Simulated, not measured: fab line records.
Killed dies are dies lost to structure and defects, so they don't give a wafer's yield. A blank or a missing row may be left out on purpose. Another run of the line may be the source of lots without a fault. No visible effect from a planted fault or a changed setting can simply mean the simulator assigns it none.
What tool caused it? | flow nand-harc | 20 lots with 60 wafers sampled at 2 steps, on a route of 1302 steps

== WHAT THE GAUGES SHOWED, per wafer ==
NHARC_P_STI_OCD_MEAS_17. Usual: trench-depth-nm 301 nm, standard deviation 5.5; trench-foot-cd-nm 158.5 nm, standard deviation 2.1.
lot  | measured     | on     | trench-depth-nm (nm) | trench-foot-cd-nm (nm) | flag
L074 | day 3 03:00  | ocd-02 | 303 304 305          | 160.5 161.1 158.7      |
L075 | day 3 11:29  | ocd-01 | 311 301 299          | 154.3 159.9 162.1      |
L077 | day 4 04:26  | ocd-01 | 297 296 308          | 156.9 158.2 159.4      |
L078 | day 4 15:23  | ocd-02 | 300 309 295          | 161.3 156.3 160.7      |
L080 | day 5 09:04  | ocd-02 | 303 303 299          | 159.1 161.4 160.3      |
L081 | day 5 23:01  | ocd-01 | 297 304 304          | 160.2 157.4 158.8      |
L082 | day 6 05:17  | ocd-02 | 310 299 297          | 156.2 156.4 162.3      |
L084 | day 7 03:05  | ocd-02 | 307 298 300          | 156.6 159.7 159.9      |
L085 | day 7 15:38  | ocd-02 | 296 307 294          | 163.2 158.6 161.9      |
L087 | day 8 05:55  | ocd-02 | 305 299 298          | 156.0 159.8 155.0      |
L088 | day 8 15:26  | ocd-01 | 296 304 303          | 160.1 156.7 155.1      |
L089 | day 9 00:56  | ocd-02 | 300 295 307          | 156.7 160.5 156.5      |
L090 | day 9 12:59  | ocd-01 | 306 302 308          | 158.7 157.8 157.5      |
L091 | day 10 00:22 | ocd-01 | 297 297 302          | 161.8 160.7 159.9      |
L092 | day 10 08:04 | ocd-01 | 303 306 311          | 157.2 156.0 156.6      |
L093 | day 10 21:25 | ocd-01 | 297 297 303          | 158.2 157.7 157.1      |
L094 | day 11 08:10 | ocd-01 | 315 303 299          | 157.7 156.0 158.5      |
L095 | day 11 14:25 | ocd-01 | 306 311 302          | 156.9 161.7 162.1      |
L096 | day 12 00:47 | ocd-01 | 299 308 305          | 156.7 156.7 156.7      |
L097 | day 12 09:45 | ocd-02 | 296 297 305          | 157.8 159.0 158.9      |

== WHAT TOOL EACH LOT RAN ON (gives the tool, then ch and the chambers of the sampled wafers, and finally the start) ==
lot  | NHARC_P_STI_ETCH_31
L074 | rie-diel-09 ch 1,2, day 3 03:00 or earlier
L075 | rie-diel-04 ch 2,3, day 3 11:29 or earlier
L077 | rie-diel-04 ch 2,3, day 4 04:26 or earlier
L078 | rie-diel-04 ch 0,1, day 4 15:23 or earlier
L080 | rie-diel-09 ch 0,1, day 5 09:04 or earlier
L081 | rie-diel-04 ch 0,1,2, day 5 23:01 or earlier
L082 | rie-diel-09 ch 0,1,3, day 6 05:17 or earlier
L084 | rie-diel-08 ch 1,2,3, day 7 03:05 or earlier
L085 | rie-diel-09 ch 1,2, day 7 15:38 or earlier
L087 | rie-diel-04 ch 1,2, day 8 05:55 or earlier
L088 | rie-diel-08 ch 0,1, day 8 15:26 or earlier
L089 | rie-diel-04 ch 0,2,3, day 9 00:56 or earlier
L090 | rie-diel-08 ch 2,3, day 9 12:59 or earlier
L091 | rie-diel-04 ch 0,1,3, day 10 00:22 or earlier
L092 | rie-diel-09 ch 1,2,3, day 10 08:04 or earlier
L093 | rie-diel-04 ch 2,3, day 10 21:25 or earlier
L094 | rie-diel-09 ch 1,2,3, day 11 08:10 or earlier
L095 | rie-diel-09 ch 0,2,3, day 11 14:25 or earlier
L096 | rie-diel-08 ch 1,3, day 12 00:47 or earlier
L097 | rie-diel-09 ch 1,2, day 12 09:45 or earlier
- NHARC_P_STI_ETCH_31: etches the open film in CF4/CHF3, target depth 108.9 nm, time 54.5 s.

== AS READ BY THE TOOLS THEMSELVES (means over the sampled wafers that have a number; for cases with no such wafer, the mark the record gives instead) ==
NHARC_P_STI_ETCH_31. Usual: chamber-pressure-mTorr is 25.001 mTorr with standard deviation 0.024, drypump-motor-current-A is 5.7 A with standard deviation 0.36, mfc-ar-sccm is 0.002 sccm with standard deviation 0.007, oes-product-au is 0.961 a.u. with standard deviation 0.023, rf-vpp-V is 371.2 V with standard deviation 2.6, showerhead-plenum-p-Torr is 1.59 Torr with standard deviation 0.075, and throttle-valve-pct is 16.802 % with standard deviation 0.009.
lot  | tool        | chamber-pressure-mTorr (mTorr) | drypump-motor-current-A (A) | mfc-ar-sccm (sccm) | oes-product-au (a.u.) | rf-vpp-V (V) | showerhead-plenum-p-Torr (Torr) | throttle-valve-pct (%) | flag
L074 | rie-diel-09 | 25.010                         | 5.7                         | 0.001              | 0.930                 | 368.9        | 1.53                            | 16.803                 |
L075 | rie-diel-04 | 25.009                         | 6.0                         | 0.000              | 0.942                 | 371.9        | 1.61                            | 16.800                 |
L077 | rie-diel-04 | 25.009                         | 5.7                         | 0.000              | 0.972                 | 369.8        | 1.54                            | 16.801                 |
L078 | rie-diel-04 | 25.005                         | 5.4                         | 0.002              | 0.912                 | 370.1        | 1.58                            | 16.798                 |
L080 | rie-diel-09 | 24.995                         | 5.6                         | 0.002              | 0.967                 | 371.5        | 1.62                            | 16.807                 |
L081 | rie-diel-04 | 24.998                         | 5.7                         | 0.001              | 0.973                 | 372.7        | 1.61                            | 16.792                 |
L082 | rie-diel-09 | 24.994                         | 5.8                         | 0.001              | 0.940                 | 371.6        | 1.60                            | 16.799                 |
L084 | rie-diel-08 | 24.999                         | 5.8                         | 0.011              | 0.923                 | 372.1        | 1.62                            | 16.799                 |
L085 | rie-diel-09 | 25.008                         | 5.4                         | 0.000              | 0.960                 | 370.7        | 1.58                            | 16.808                 |
L087 | rie-diel-04 | 25.002                         | 5.5                         | 0.000              | 0.973                 | 372.0        | 1.61                            | 16.805                 |
L088 | rie-diel-08 | 24.981                         | 5.7                         | 0.010              | 0.985                 | 372.9        | 1.61                            | 16.808                 |
L089 | rie-diel-04 | 24.999                         | 5.7                         | 0.001              | 0.968                 | 370.0        | 1.57                            | 16.806                 |
L090 | rie-diel-08 | 24.989                         | 5.9                         | 0.001              | 0.965                 | 372.4        | 1.63                            | 16.799                 |
L091 | rie-diel-04 | 25.013                         | 5.4                         | 0.001              | 0.969                 | 369.4        | 1.54                            | 16.802                 |
L092 | rie-diel-09 | 24.992                         | 5.7                         | 0.000              | 0.977                 | 370.7        | 1.58                            | 16.808                 |
L093 | rie-diel-04 | 25.004                         | 6.0                         | 0.000              | 0.935                 | 371.8        | 1.60                            | 16.803                 |
L094 | rie-diel-09 | 24.983                         | 5.7                         | 0.000              | 0.985                 | 371.1        | 1.58                            | 16.801                 |
L095 | rie-diel-09 | 25.009                         | 5.5                         | 0.001              | 0.970                 | 373.2        | 1.65                            | 16.792                 |
L096 | rie-diel-08 | 24.996                         | 5.7                         | 0.021              | 0.956                 | 371.6        | 1.58                            | 16.804                 |
L097 | rie-diel-09 | 25.009                         | 5.4                         | 0.000              | 0.969                 | 371.1        | 1.58                            | 16.806                 |

== THE ANSWER, worked out from the rows above alone ==
Rule: take the mean of a lot's wafers that have a number; if it is more than 3 standard deviations from the usual mean, the lot is off. A lot without any number at a reading at which 4 lots or more have one is off too. Any other lot the step has rows for is counted as sound. The gauges are gone through in route order, then the tools' own readings, and for those a lot's mean is taken as printed above. The first step at which some lot is off is used, and at that step the reading that is off furthest; a lot without a number counts as furthest.
No lot is off at any reading shown: from this, nothing can be told.

== WHAT WAS PUT IN BY THE SIMULATOR ==
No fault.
